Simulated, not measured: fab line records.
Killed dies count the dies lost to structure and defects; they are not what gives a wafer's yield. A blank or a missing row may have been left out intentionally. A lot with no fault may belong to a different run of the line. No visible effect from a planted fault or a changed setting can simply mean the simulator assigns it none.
Chamber matching :: flow n5 finfet :: cvd co-01 running N5_BEOL_M2_CVD_47: 3 sister chambers
The step deposits Co from CCTBA/H2, target thk 3 nm, time 223.8 s. 6 wafers are shown with their chamber, then 6 later ones without.

WAFERS PAIRED WITH THEIR CHAMBERS
wafer: L596.3
chamber: 1
run length s (s): 247.0

wafer: L597.1
chamber: 1
run length s (s): 247.5

wafer: L602.4
chamber: 2
run length s (s): 246.3

wafer: L602.6
chamber: 0
run length s (s): 246.2

wafer: L605.3
chamber: 2
run length s (s): 246.3

wafer: L605.5
chamber: 0
run length s (s): 246.4

WAFERS WHOSE CHAMBER IS MISSING
wafer: L605.6
run length s (s): 246.7

wafer: L606.2
run length s (s): 246.9

wafer: L606.4
run length s (s): 246.5

wafer: L606.5
run length s (s): 246.4

wafer: L614.4
run length s (s): 247.5

wafer: L613.3
run length s (s): 246.5

WHICH CHAMBER EACH ONE RAN IN
wafer: L605.6
from the rows above: can't be placed: 0 or 2 or 1
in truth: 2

wafer: L606.2
from the rows above: can't be placed: 1 or 0 or 2
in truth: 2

wafer: L606.4
from the rows above: can't be placed: 0 or 2
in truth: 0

wafer: L606.5
from the rows above: can't be placed: 0 or 2
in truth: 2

wafer: L614.4
from the rows above: 1
in truth: 1

wafer: L613.3
from the rows above: can't be placed: 0 or 2
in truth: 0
Placed correctly: 1 of 6. From these rows, 5 cannot be placed; in 5 the true chamber is one of the candidates. Number placed wrongly: 0.
How it was worked out, from the rows above alone: a wafer's distance from a chamber is the root of the sum, over the readings, of the square of ((its reading less the chamber's mean) divided by the reading's scatter). If the next closest chamber is less than 2 further off than the closest, the wafer can't be placed; otherwise it belongs to the closest. For every chamber, the mean is computed from those of its wafers that are shown. The scatter: the root of (the sum of the squares of (reading less its chamber's mean) over the shown wafers, divided by (wafers less chambers)).
